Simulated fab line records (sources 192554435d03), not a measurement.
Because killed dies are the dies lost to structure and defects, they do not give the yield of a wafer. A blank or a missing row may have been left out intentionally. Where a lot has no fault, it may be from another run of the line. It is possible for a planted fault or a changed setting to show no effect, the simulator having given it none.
Which tool did it? -- flow n5Finfet -- 15 lots, 45 wafers sampled, at 6 steps of a route of 1938

WHAT THE GAUGES READ, wafer by wafer
N5_BEOL_M11_THK_MEAS_53: measures by xrf. Usual: M11_THK gives 140.4 nm (standard deviation 2.3).
lot,measured,on,M11_THK (nm),flag
L367,day 12 08:49,filmMetro-02,139.9 141.6 140.2,
L369,day 13 18:52,filmMetro-02,140.0 142.2 142.0,
L372,day 13 19:37,filmMetro-02,142.7 144.0 137.6,
L371,day 13 19:03,filmMetro-01,142.1 140.3 141.6,
L374,day 14 00:43,filmMetro-02,139.8 139.9 140.8,
L375,day 14 06:46,filmMetro-01,142.7 143.3 143.6,
L376,day 14 16:10,filmMetro-02,139.6 138.3 139.5,
L378,day 15 10:07,filmMetro-01,136.6 138.7 138.3,
L379,day 15 19:17,filmMetro-01,142.0 136.9 139.9,
L383,day 17 06:08,filmMetro-01,138.6 143.6 141.8,
L386,day 17 06:35,filmMetro-01,139.8 140.0 141.1,
L385,day 17 08:17,filmMetro-01,138.4 141.4 141.1,
L389,day 18 09:53,filmMetro-02,142.4 144.8 141.0,
L388,day 18 16:26,filmMetro-02,139.3 137.7 144.0,
L390,day 19 01:33,filmMetro-01,136.6 136.3 134.4,

N5_BEOL_M12_CD_MEAS_10 targets a cd of 140 nm. Usual: cdNm 140.3 nm, standard deviation 1.4.
lot,measured,on,cdNm (nm),flag
L367,day 12 09:34,cdSem-01,139.7 140.6 138.3,
L369,day 13 19:29,cdSem-01,138.6 138.3 139.9,
L372,day 13 20:14,cdSem-03,142.4 142.0 141.8,
L371,day 13 19:41,cdSem-03,140.1 142.2 141.0,
L374,day 14 01:27,cdSem-02,139.2 141.3 138.8,
L375,day 14 07:30,cdSem-01,140.9 139.6 140.9,
L376,day 14 16:55,cdSem-03,140.2 139.0 139.4,
L378,day 15 10:52,cdSem-01,139.6 139.5 139.1,
L379,day 15 19:55,cdSem-02,142.3 141.5 140.3,
L383,day 17 06:57,cdSem-01,136.0 137.6 139.0,
L386,day 17 07:19,cdSem-02,139.6 141.5 141.0,
L385,day 17 08:56,cdSem-02,142.2 141.1 141.9,
L389,day 18 10:38,cdSem-03,139.7 138.4 138.5,
L388,day 18 17:11,cdSem-03,142.9 143.2 142.8,
L390,day 19 02:18,cdSem-01,141.3 139.6 138.6,

N5_BEOL_M12_CD_MEAS_17 targets a cd of 140 nm. Usual: cdNm 140.6 nm, standard deviation 1.6.
lot,measured,on,cdNm (nm),flag
L367,day 12 10:09,cdSem-01,139.9 139.7 138.6,
L369,day 13 20:04,cdSem-02,140.0 138.7 140.4,
L372,day 13 20:51,cdSem-03,143.7 142.4 142.7,
L371,day 13 20:37,cdSem-03,139.9 140.9 141.8,
L374,day 14 03:08,cdSem-01,139.5 140.9 139.3,
L375,day 14 08:40,cdSem-01,140.5 138.9 140.1,
L376,day 14 17:49,cdSem-01,- - -,OFF
L378,day 15 11:34,cdSem-03,- - -,OFF
L379,day 15 20:32,cdSem-03,- - -,OFF
L383,day 17 07:32,cdSem-02,136.6 138.0 139.4,
L386,day 17 07:55,cdSem-03,139.4 141.7 141.6,
L385,day 17 09:34,cdSem-03,142.0 140.6 141.8,
L389,day 18 11:43,cdSem-02,139.6 138.9 139.3,
L388,day 18 17:46,cdSem-02,144.5 143.3 144.0,
L390,day 19 02:53,cdSem-02,141.9 138.3 138.4,

WHAT TOOL EACH LOT RAN ON (gives the tool, then ch and the chambers of the sampled wafers, and finally the start)
lot,N5_BEOL_M11_TRENCH_ETCH_37,N5_BEOL_M12_ILD_DEP_00,N5_BEOL_M12_VIA_ETCH_16
L367,"rieDiel-03 ch 2,3, day 12 08:49 or earlier","pecvd-04 ch 0,1, day 12 08:59","rieDiel-06 ch 1,2, day 12 09:44"
L369,"rieDiel-02 ch 1,2,3, day 13 18:52 or earlier","pecvd-03 ch 0,2, day 13 19:03","rieDiel-01 ch 1,2,3, day 13 19:40"
L372,"rieDiel-05 ch 0,1,3, day 13 19:37 or earlier","pecvd-03 ch 0,1,2, day 13 19:48","rieDiel-01 ch 1,2,3, day 13 20:26"
L371,"rieDiel-03 ch 1,2, day 13 19:03 or earlier","pecvd-04 ch 0,1, day 13 19:14","rieDiel-01 ch 2,3, day 13 20:10"
L374,"rieDiel-05 ch 1,2, day 14 00:43 or earlier","pecvd-01 ch 0,1,2, day 14 00:53","rieDiel-06 ch 0,1,3, day 14 02:37"
L375,"rieDiel-05 ch 1,2, day 14 06:46 or earlier","pecvd-01 ch 1,2, day 14 06:57","rieDiel-04 ch 1,3, day 14 08:15"
L376,"rieDiel-03 ch 2,3, day 14 16:10 or earlier","pecvd-04 ch 0,2, day 14 16:22","rieDiel-04 ch 1,3, day 14 17:19"
L378,"rieDiel-02 ch 1,3, day 15 10:07 or earlier","pecvd-04 ch 0,1,2, day 15 10:18","rieDiel-04 ch 1,2, day 15 11:10"
L379,"rieDiel-02 ch 1,2,3, day 15 19:17 or earlier","pecvd-01 ch 0,1, day 15 19:29","rieDiel-01 ch 0,1,3, day 15 20:07"
L383,"rieDiel-02 ch 0,1,2, day 17 06:08 or earlier","pecvd-03 ch 0, day 17 06:19","rieDiel-06 ch 1,2,3, day 17 07:07"
L386,"rieDiel-05 ch 0,1, day 17 06:35 or earlier","pecvd-04 ch 0,1,2, day 17 06:46","rieDiel-06 ch 1,2, day 17 07:30"
L385,"rieDiel-05 ch 1,3, day 17 08:17 or earlier","pecvd-04 ch 0,2, day 17 08:30","rieDiel-04 ch 1,3, day 17 09:10"
L389,"rieDiel-02 ch 1,2,3, day 18 09:53 or earlier","pecvd-04 ch 0,1,2, day 18 10:04","rieDiel-01 ch 0,1,3, day 18 11:19"
L388,"rieDiel-03 ch 1,2,3, day 18 16:26 or earlier","pecvd-01 ch 0,1,2, day 18 16:37","rieDiel-04 ch 0,1,2, day 18 17:22"
L390,"rieDiel-03 ch 0,3, day 19 01:33 or earlier","pecvd-01 ch 0,1,2, day 19 01:47","rieDiel-04 ch 1,2,3, day 19 02:34"
- N5_BEOL_M11_TRENCH_ETCH_37: etches SiCOH lowk in C4F6/O2, target depth 148.83 nm, time 48 s.
- N5_BEOL_M12_ILD_DEP_00: deposits SiOC from DEMS/O2, target thk 658.92 nm, time 130.7 s.
- N5_BEOL_M12_VIA_ETCH_16: etches SiOC in C4F8/O2/Ar, target depth 724.8 nm.

WHAT THE TOOLS THEMSELVES READ (means of the sampled wafers that have a number; where no wafer has one, the mark that the record gives instead)
N5_BEOL_M11_TRENCH_ETCH_37. Usual: drypumpMotorCurrentA 5.8 A, standard deviation 0.38; oesProductAu 0.78 a.u., standard deviation 0.089; rfVppV 665 V, standard deviation 5.7; showerheadPlenumPTorr 2.82 Torr, standard deviation 0.086; throttleValvePct 20.99 %, standard deviation 0.23.
lot,tool,drypumpMotorCurrentA (A),oesProductAu (a.u.),rfVppV (V),showerheadPlenumPTorr (Torr),throttleValvePct (%),flag
L367,rieDiel-03,5.6,0.68,667,2.80,21.13,
L369,rieDiel-02,5.9,0.75,658,2.73,21.02,
L372,rieDiel-05,5.9,0.76,668,2.84,20.93,
L371,rieDiel-03,5.7,0.69,661,2.79,21.30,
L374,rieDiel-05,5.6,0.86,669,2.85,20.80,
L375,rieDiel-05,5.7,0.86,670,2.85,20.81,
L376,rieDiel-03,5.6,0.67,666,2.79,21.15,
L378,rieDiel-02,5.7,0.70,656,2.71,21.10,
L379,rieDiel-02,5.8,0.73,657,2.72,21.05,
L383,rieDiel-02,5.5,0.80,663,2.78,21.06,
L386,rieDiel-05,5.6,0.89,665,2.82,20.59,
L385,rieDiel-05,5.6,0.78,670,2.85,20.96,
L389,rieDiel-02,5.9,0.73,658,2.71,21.09,
L388,rieDiel-03,5.6,0.76,669,2.93,21.13,
L390,rieDiel-03,5.6,0.69,668,2.94,21.16,

N5_BEOL_M12_ILD_DEP_00. Usual: chamberPressureTorr 5.000 Torr, standard deviation 0.011; heaterPowerOuterW 267 W, standard deviation 48; heaterPowerW 497 W, standard deviation 63; showerheadPlenumPTorr 5.698 Torr, standard deviation 0.024; throttleValvePct 12.1 %, standard deviation 0.74.
lot,tool,chamberPressureTorr (Torr),heaterPowerOuterW (W),heaterPowerW (W),showerheadPlenumPTorr (Torr),throttleValvePct (%),flag
L367,pecvd-04,4.998,209,435,5.731,12.5,
L369,pecvd-03,4.992,299,522,5.688,11.4,
L372,pecvd-03,5.013,314,555,5.690,11.7,
L371,pecvd-04,5.003,221,437,5.720,12.9,
L374,pecvd-01,5.000,240,471,5.684,12.1,
L375,pecvd-01,4.985,223,468,5.663,11.8,
L376,pecvd-04,-,-,-,-,-,OFF
L378,pecvd-04,-,-,-,-,-,OFF
L379,pecvd-01,-,-,-,-,-,OFF
L383,pecvd-03,4.990,325,558,5.710,12.4,
L386,pecvd-04,4.995,219,428,5.718,12.3,
L385,pecvd-04,5.007,237,449,5.720,12.0,
L389,pecvd-04,5.009,259,480,5.722,12.5,
L388,pecvd-01,5.002,256,502,5.679,11.9,
L390,pecvd-01,5.012,255,502,5.676,11.7,

N5_BEOL_M12_VIA_ETCH_16. Usual: drypumpMotorCurrentA 5.8 A, standard deviation 0.44; oesProductAu 0.69 a.u., standard deviation 0.06; rfVppV 666.5 V, standard deviation 2.1; showerheadPlenumPTorr 3.45 Torr, standard deviation 0.075; throttleValvePct 24.20 %, standard deviation 0.2.
lot,tool,drypumpMotorCurrentA (A),oesProductAu (a.u.),rfVppV (V),showerheadPlenumPTorr (Torr),throttleValvePct (%),flag
L367,rieDiel-06,5.3,0.67,668.0,3.50,24.15,
L369,rieDiel-01,5.9,0.69,664.7,3.39,24.35,
L372,rieDiel-01,5.9,0.69,664.1,3.39,24.36,
L371,rieDiel-01,5.8,0.68,664.2,3.38,24.43,
L374,rieDiel-06,5.8,0.67,665.4,3.40,24.30,
L375,rieDiel-04,5.7,0.67,666.2,3.44,23.91,
L376,rieDiel-04,6.1,0.27,668.1,3.47,23.83,OFF
L378,rieDiel-04,5.4,0.31,665.2,3.43,23.94,OFF
L379,rieDiel-01,5.7,0.29,667.7,3.47,24.22,OFF
L383,rieDiel-06,5.6,0.64,665.9,3.44,24.24,
L386,rieDiel-06,5.3,0.64,667.5,3.48,24.19,
L385,rieDiel-04,5.7,0.66,666.2,3.43,23.95,
L389,rieDiel-01,5.7,0.66,666.1,3.45,24.37,
L388,rieDiel-04,5.7,0.73,667.9,3.48,24.18,
L390,rieDiel-04,5.7,0.77,665.8,3.44,24.02,

THE ANSWER, worked out from the rows above alone
Rule: a lot counts as off when the mean over its wafers that have a number is more than 3 standard deviations away from the usual mean. Also off: a lot with no number at a reading for which 4 or more lots have one. The other lots that the step has rows for count as sound. Order of review: gauges by route order, followed by the tools' own readings, for which a lot's mean as printed above is used. At the first step where some lot is off, the reading lying furthest off is the one used; lots without a number count as furthest.
Off at N5_BEOL_M12_CD_MEAS_17 (cdNm): L376, L378, L379. Without a number there: L376, L378, L379.
A tool fits if, at a process step before that reading, it ran every lot that is off, and no sound lot after the first of them. Not tried: the gauges at N5_BEOL_M12_CD_MEAS_17; whatever is off there is also off at N5_BEOL_M12_ILD_DEP_00, on other tools, and gauge error can't account for it. N5_BEOL_M11_TRENCH_ETCH_37 gives no start for some lots, so the hours and the order of its lots are those of N5_BEOL_M11_THK_MEAS_53. None of those tried fits.

WHAT THE SIMULATOR HAD INSERTED
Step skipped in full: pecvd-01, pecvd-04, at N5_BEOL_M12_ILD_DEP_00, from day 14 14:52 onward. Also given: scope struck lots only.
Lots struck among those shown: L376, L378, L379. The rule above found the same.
